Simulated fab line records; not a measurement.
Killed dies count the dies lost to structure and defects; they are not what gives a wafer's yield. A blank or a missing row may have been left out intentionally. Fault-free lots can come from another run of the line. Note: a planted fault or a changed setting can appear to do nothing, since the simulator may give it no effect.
Chamber matching | flow n5_finfet | N5_MOL_CONTACT_COAG_ETCH_89 on rie_diel-05 has 4 sister chambers
The step etches underlayer in N2/H2, target depth 13 nm, time 10.4 s. 4 wafers are shown with their chamber, then 7 later ones without.

EACH WAFER AND ITS CHAMBER
wafer  | chamber | showerhead_plenum_p_Torr (Torr)
L079.3 | 0       | 2.60
L086.4 | 1       | 2.53
L092.4 | 2       | 2.63
L092.5 | 3       | 2.39

WAFERS WHOSE CHAMBER IS MISSING
wafer  | showerhead_plenum_p_Torr (Torr)
L092.6 | 2.53
L093.2 | 2.63
L093.4 | 2.39
L093.5 | 2.63
L096.2 | 2.59
L096.4 | 2.59
L096.6 | 2.52

THE CHAMBER EACH PASSED THROUGH
wafer  | from the rows above | in truth
L092.6 | 1                   | 1
L093.2 | 2                   | 2
L093.4 | 3                   | 3
L093.5 | 2                   | 2
L096.2 | 0                   | 0
L096.4 | 0                   | 0
L096.6 | 1                   | 1
7 of 7 placed correctly. Left unplaced by these rows: 0. Wrongly placed: 0.
How it was worked out, from the rows above alone: a wafer's distance from a chamber is the root of the sum, over the readings, of the square of ((its reading less the chamber's mean) divided by the reading's scatter). The wafer belongs to the nearest chamber; if the next one is less than 2 further off, it can't be placed. The mean given for a chamber averages the wafers shown for that chamber. The scatter: root of mean squared gap, hidden wafer to nearest shown wafer, with one shown wafer a chamber.
